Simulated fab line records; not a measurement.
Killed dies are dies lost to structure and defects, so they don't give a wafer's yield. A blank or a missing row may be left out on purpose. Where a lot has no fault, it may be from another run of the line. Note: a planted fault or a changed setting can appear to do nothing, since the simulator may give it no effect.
Which tool did it?    flow n5 finfet    24 lots, 72 wafers sampled, at 4 steps of a route of 1938

WHAT EACH GAUGE READ, for each wafer
N5_BEOL_M2_INSPECT_59: inspects for defects (darkfield).
lot   measured      on                 raw defect count
L074  day 6 20:26   defect inspect-02  53 53 66
L075  day 7 01:10   defect inspect-01  90 53 59
L076  day 7 13:37   defect inspect-02  50 38 43
L077  day 7 18:46   defect inspect-01  61 52 71
L078  day 7 23:13   defect inspect-02  45 48 47
L079  day 8 01:09   defect inspect-02  42 57 102
L080  day 8 16:32   defect inspect-02  60 52 62
L081  day 8 18:22   defect inspect-01  53 68 93
L083  day 9 10:02   defect inspect-01  59 53 42
L082  day 9 19:58   defect inspect-01  72 76 47
L084  day 10 08:05  defect inspect-02  68 56 58
L085  day 10 12:39  defect inspect-02  116 72 121
L086  day 10 12:51  defect inspect-02  50 35 66
L087  day 10 14:41  defect inspect-01  67 49 78
L088  day 10 19:02  defect inspect-01  117 55 79
L089  day 10 23:37  defect inspect-02  66 77 82
L090  day 11 00:31  defect inspect-01  64 95 66
L091  day 11 07:01  defect inspect-02  70 80 90
L092  day 11 13:36  defect inspect-01  48 65 55
L093  day 12 00:53  defect inspect-01  88 126 101
L094  day 12 15:31  defect inspect-02  67 62 77
L095  day 12 21:12  defect inspect-01  36 73 66
L096  day 12 21:37  defect inspect-01  65 67 81
L097  day 13 02:57  defect inspect-02  135 71 62

WHICH TOOL RAN EACH LOT (tool, then ch and the chambers of the sampled wafers, then the start)
lot   N5_BEOL_M2_TRENCH_ETCH_37                      N5_BEOL_M2_ANNEAL_95          N5_BEOL_M2_ANNEAL_51
L074  rie diel-01 ch 2,3, day 6 18:56 or earlier     pvd sputter-03, day 6 18:56   rtp anneal-01 ch 0, day 6 19:29
L075  rie diel-05 ch 0,1, day 6 23:57 or earlier     pvd sputter-01, day 6 23:57   rtp anneal-01 ch 0, day 7 00:23
L076  rie diel-01 ch 1,2,3, day 7 12:24 or earlier   pvd sputter-02, day 7 12:24   rtp anneal-01 ch 0, day 7 12:44
L077  rie diel-01 ch 1,2, day 7 17:17 or earlier     pvd sputter-02, day 7 17:17   rtp anneal-01 ch 0, day 7 17:37
L078  rie diel-03 ch 0,2,3, day 7 21:57 or earlier   pvd sputter-01, day 7 21:57   rtp anneal-02 ch 0, day 7 22:19
L079  rie diel-05 ch 0,1, day 7 23:54 or earlier     pvd sputter-02, day 7 23:54   rtp anneal-02 ch 0, day 8 00:17
L080  rie diel-03 ch 0,2, day 8 15:09 or earlier     pvd sputter-02, day 8 15:09   rtp anneal-01 ch 0, day 8 15:44
L081  rie diel-01 ch 0,1,3, day 8 17:09 or earlier   pvd sputter-02, day 8 17:09   rtp anneal-02 ch 0, day 8 17:29
L083  rie diel-01 ch 0,1,3, day 9 08:46 or earlier   pvd sputter-02, day 9 08:46   rtp anneal-02 ch 0, day 9 09:05
L082  rie diel-03 ch 0,2,3, day 9 18:46 or earlier   pvd sputter-02, day 9 18:46   rtp anneal-01 ch 0, day 9 19:05
L084  rie diel-03 ch 0,2,3, day 10 06:52 or earlier  pvd sputter-01, day 10 06:52  rtp anneal-01 ch 0, day 10 07:15
L085  rie diel-05 ch 1,2,3, day 10 11:23 or earlier  pvd sputter-01, day 10 11:23  rtp anneal-01 ch 0, day 10 11:43
L086  rie diel-03 ch 0,1,3, day 10 11:38 or earlier  pvd sputter-03, day 10 11:38  rtp anneal-02 ch 0, day 10 11:59
L087  rie diel-03 ch 0,1,3, day 10 13:29 or earlier  pvd sputter-03, day 10 13:29  rtp anneal-01 ch 0, day 10 13:49
L088  rie diel-01 ch 0,1,2, day 10 17:49 or earlier  pvd sputter-02, day 10 17:49  rtp anneal-02 ch 0, day 10 18:14
L089  rie diel-01 ch 0,2, day 10 22:25 or earlier    pvd sputter-03, day 10 22:25  rtp anneal-02 ch 0, day 10 22:47
L090  rie diel-03 ch 2,3, day 10 22:57 or earlier    pvd sputter-01, day 10 22:57  rtp anneal-01 ch 0, day 10 23:23
L091  rie diel-01 ch 0,1,2, day 11 05:47 or earlier  pvd sputter-01, day 11 05:47  rtp anneal-01 ch 0, day 11 06:10
L092  rie diel-01 ch 0,1,3, day 11 12:23 or earlier  pvd sputter-03, day 11 12:23  rtp anneal-01 ch 0, day 11 12:44
L093  rie diel-05 ch 0,3, day 11 23:40 or earlier    pvd sputter-03, day 11 23:40  rtp anneal-01 ch 0, day 12 00:06
L094  rie diel-01 ch 0,2,3, day 12 14:13 or earlier  pvd sputter-02, day 12 14:13  rtp anneal-01 ch 0, day 12 14:44
L095  rie diel-05 ch 0,1, day 12 19:58 or earlier    pvd sputter-03, day 12 19:58  rtp anneal-02 ch 0, day 12 20:18
L096  rie diel-03 ch 1,2,3, day 12 20:23 or earlier  pvd sputter-02, day 12 20:23  rtp anneal-02 ch 0, day 12 20:46
L097  rie diel-03 ch 0,3, day 13 01:42 or earlier    pvd sputter-01, day 13 01:42  rtp anneal-01 ch 0, day 13 02:02
- N5_BEOL_M2_TRENCH_ETCH_37: etches SiOC in C4F6/O2, target depth 55.555 nm, time 29.2 s.
- N5_BEOL_M2_ANNEAL_95: time 240 s.
- N5_BEOL_M2_ANNEAL_51: time 90 s.

WHAT THE TOOLS THEMSELVES READ (means of the sampled wafers that have a number; where no wafer has one, the mark that the record gives instead)
N5_BEOL_M2_TRENCH_ETCH_37.
lot   tool         drypump motor current A (A)  mfc ar sccm (sccm)  oes_o_777_au (a.u.)  oes product au (a.u.)  rf fwd power W (W)  rf vpp V (V)  showerhead plenum p Torr (Torr)  throttle valve pct (%)
L074  rie diel-01  5.8                          299.9               0.76                 0.73                   348.9               656           2.76                             21.11
L075  rie diel-05  5.3                          300.3               0.85                 0.84                   350.7               685           2.80                             20.76
L076  rie diel-01  5.5                          299.8               0.75                 0.73                   349.5               653           2.84                             21.08
L077  rie diel-01  5.3                          300.2               0.72                 0.69                   349.5               639           2.86                             21.28
L078  rie diel-03  5.6                          300.0               0.78                 0.81                   349.4               680           2.92                             20.96
L079  rie diel-05  5.0                          299.6               0.88                 0.85                   351.0               667           2.86                             20.70
L080  rie diel-03  5.7                          300.2               0.74                 0.77                   350.5               669           2.83                             21.15
L081  rie diel-01  5.5                          300.5               0.81                 0.80                   348.9               655           2.91                             20.94
L083  rie diel-01  5.5                          299.1               0.81                 0.79                   349.5               655           2.91                             20.95
L082  rie diel-03  5.6                          299.5               0.76                 0.80                   350.1               680           2.92                             20.97
L084  rie diel-03  5.6                          300.2               0.76                 0.78                   350.9               679           2.92                             20.98
L085  rie diel-05  5.8                          299.7               0.79                 0.77                   351.3               675           2.77                             20.77
L086  rie diel-03  5.3                          299.4               0.79                 0.80                   349.8               677           2.92                             21.04
L087  rie diel-03  5.3                          299.8               0.78                 0.80                   348.3               677           2.92                             21.03
L088  rie diel-01  5.6                          300.2               0.85                 0.84                   350.0               649           2.96                             21.06
L089  rie diel-01  5.8                          299.7               0.92                 0.91                   349.3               657           2.96                             20.96
L090  rie diel-03  5.8                          299.5               0.82                 0.85                   349.4               687           3.01                             20.77
L091  rie diel-01  5.5                          300.2               0.85                 0.83                   350.4               650           2.96                             21.07
L092  rie diel-01  5.4                          300.5               0.78                 0.77                   350.4               655           2.90                             20.99
L093  rie diel-05  5.2                          299.4               0.87                 0.84                   350.4               660           2.87                             20.65
L094  rie diel-01  5.8                          299.9               0.85                 0.84                   349.7               662           2.93                             20.88
L095  rie diel-05  5.3                          301.0               0.80                 0.78                   351.3               684           2.78                             20.84
L096  rie diel-03  5.5                          300.4               0.82                 0.83                   349.9               685           3.01                             20.82
L097  rie diel-03  5.4                          300.1               0.71                 0.74                   350.1               683           2.89                             21.07

N5_BEOL_M2_ANNEAL_95.
lot   tool            heater power w (W)
L074  pvd sputter-03  821
L075  pvd sputter-01  811
L076  pvd sputter-02  781
L077  pvd sputter-02  727
L078  pvd sputter-01  810
L079  pvd sputter-02  798
L080  pvd sputter-02  857
L081  pvd sputter-02  784
L083  pvd sputter-02  850
L082  pvd sputter-02  806
L084  pvd sputter-01  820
L085  pvd sputter-01  872
L086  pvd sputter-03  800
L087  pvd sputter-03  730
L088  pvd sputter-02  788
L089  pvd sputter-03  733
L090  pvd sputter-01  787
L091  pvd sputter-01  872
L092  pvd sputter-03  834
L093  pvd sputter-03  809
L094  pvd sputter-02  846
L095  pvd sputter-03  792
L096  pvd sputter-02  844
L097  pvd sputter-01  875

N5_BEOL_M2_ANNEAL_51.
lot   tool           anneal temp c max  wafer_temp_C_max
L074  rtp anneal-01  226.00             225.8
L075  rtp anneal-01  225.91             225.7
L076  rtp anneal-01  225.89             225.7
L077  rtp anneal-01  225.97             225.9
L078  rtp anneal-02  226.22             225.9
L079  rtp anneal-02  225.79             226.2
L080  rtp anneal-01  225.92             225.9
L081  rtp anneal-02  226.05             226.3
L083  rtp anneal-02  226.26             226.1
L082  rtp anneal-01  226.02             225.5
L084  rtp anneal-01  226.10             225.5
L085  rtp anneal-01  225.97             225.7
L086  rtp anneal-02  226.47             226.1
L087  rtp anneal-01  226.08             225.6
L088  rtp anneal-02  226.34             226.4
L089  rtp anneal-02  226.25             225.8
L090  rtp anneal-01  225.98             225.7
L091  rtp anneal-01  225.82             225.5
L092  rtp anneal-01  225.90             225.7
L093  rtp anneal-01  225.98             225.7
L094  rtp anneal-01  225.95             225.8
L095  rtp anneal-02  226.22             226.0
L096  rtp anneal-02  226.28             226.2
L097  rtp anneal-01  226.08             225.8

THE ANSWER, worked out from the rows above alone
Rule: what is usual is taken from the lots themselves. The widest of any qualifying gaps counts: lots, ordered by their means at a reading, are off when they make up no more than a third of the lots, leave a main group of 4 or more, and stand apart from it by 3 or more times the standard deviation of that group's means. A main group is skipped when, at the precision printed for the reading in the tables above, its means are all equal. A lot without any number at a reading at which 4 lots or more have one is off too. Any other lot the step has rows for is counted as sound. After the gauges, taken in route order, come the tools' own readings; for these a lot's mean is taken, as printed above. The first step at which some lot is off is used, and at that step the reading that is off furthest; a lot without a number counts as furthest.
No lot is off at any reading shown: from this, nothing can be told.

WHAT WAS PUT IN BY THE SIMULATOR
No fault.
